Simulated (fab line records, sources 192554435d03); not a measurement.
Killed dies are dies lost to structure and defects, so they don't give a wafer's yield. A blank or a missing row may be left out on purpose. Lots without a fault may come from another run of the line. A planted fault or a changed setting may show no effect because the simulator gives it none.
Chamber matching | flow n5_finfet | N5_BEOL_M1_STRIP_19 on rie_diel-02: 4 sister chambers
The step strips in O2. 24 wafers are shown with their chamber, then 12 later ones without.

WAFERS WITH THEIR CHAMBER
wafer  | chamber | showerhead_plenum_p_Torr (Torr) | oes_product_au (a.u.) | throttle_valve_pct (%)
L075.3 | 0       | 2.00                            | 0.72                  | 16.80
L075.4 | 0       | 2.00                            | 0.72                  | 16.78
L075.6 | 1       | 2.17                            | 0.68                  | 16.76
L079.1 | 2       | 2.14                            | 0.67                  | 16.70
L079.3 | 2       | 2.14                            | 0.68                  | 16.70
L079.5 | 2       | 2.14                            | 0.67                  | 16.72
L085.1 | 1       | 2.17                            | 0.67                  | 16.78
L085.2 | 0       | 2.00                            | 0.71                  | 16.81
L085.3 | 2       | 2.14                            | 0.66                  | 16.71
L085.4 | 1       | 2.17                            | 0.67                  | 16.79
L085.5 | 0       | 2.00                            | 0.72                  | 16.79
L085.6 | 2       | 2.14                            | 0.66                  | 16.71
L086.1 | 0       | 2.00                            | 0.72                  | 16.80
L086.2 | 2       | 2.14                            | 0.65                  | 16.72
L086.3 | 1       | 2.17                            | 0.67                  | 16.79
L086.4 | 2       | 2.14                            | 0.66                  | 16.73
L086.5 | 0       | 2.00                            | 0.72                  | 16.81
L086.6 | 1       | 2.17                            | 0.66                  | 16.79
L089.1 | 3       | 2.04                            | 0.95                  | 16.58
L089.3 | 1       | 2.16                            | 0.66                  | 16.80
L089.5 | 0       | 2.00                            | 0.72                  | 16.80
L090.1 | 3       | 2.04                            | 0.95                  | 16.58
L090.2 | 0       | 2.00                            | 0.72                  | 16.82
L090.3 | 1       | 2.16                            | 0.67                  | 16.80

SIGNATURES (means of the wafers above)
reading                  | chamber 0 | chamber 1 | chamber 2 | chamber 3 | scatter within a chamber
showerhead_plenum_p_Torr | 2.0000    | 2.1671    | 2.1400    | 2.0400    | 0.00267
oes_product_au           | 0.7188    | 0.6686    | 0.6643    | 0.9500    | 0.00687
throttle_valve_pct       | 16.8012   | 16.7871   | 16.7129   | 16.5800   | 0.0122
Rule: a wafer's distance from a chamber is the root of the sum, over the readings, of the square of ((its reading less the chamber's mean) divided by the reading's scatter). The wafer belongs to the nearest chamber; if the next one is less than 2 further off, it can't be placed. The scatter: the root of (the sum of the squares of (reading less its chamber's mean) over the shown wafers, divided by (wafers less chambers)).

WAFERS WITHOUT THEIR CHAMBER
wafer  | showerhead_plenum_p_Torr (Torr) | oes_product_au (a.u.) | throttle_valve_pct (%)
L090.4 | 2.16                            | 0.67                  | 16.82
L090.5 | 2.00                            | 0.71                  | 16.80
L090.6 | 2.04                            | 0.95                  | 16.58
L093.2 | 2.00                            | 0.71                  | 16.83
L093.3 | 2.04                            | 0.93                  | 16.61
L093.6 | 2.04                            | 0.93                  | 16.58
L094.1 | 2.00                            | 0.71                  | 16.81
L094.2 | 2.14                            | 0.95                  | 16.23
L094.4 | 2.00                            | 0.72                  | 16.82
L095.4 | 2.04                            | 0.91                  | 16.61
L095.5 | 1.99                            | 0.71                  | 16.83
L095.6 | 2.14                            | 0.93                  | 16.24

WHICH CHAMBER EACH WENT THROUGH
wafer  | from the rows above | in truth
L090.4 | 1                   | 1
L090.5 | 0                   | 0
L090.6 | 3                   | 3
L093.2 | 0                   | 0
L093.3 | 3                   | 3
L093.6 | 3                   | 3
L094.1 | 0                   | 0
L094.2 | 3                   | 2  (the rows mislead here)
L094.4 | 0                   | 0
L095.4 | 3                   | 3
L095.5 | 0                   | 0
L095.6 | 3                   | 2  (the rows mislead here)
Placed correctly: 10 of 12. Can't be placed from these rows: 0. Placed wrongly: 2.
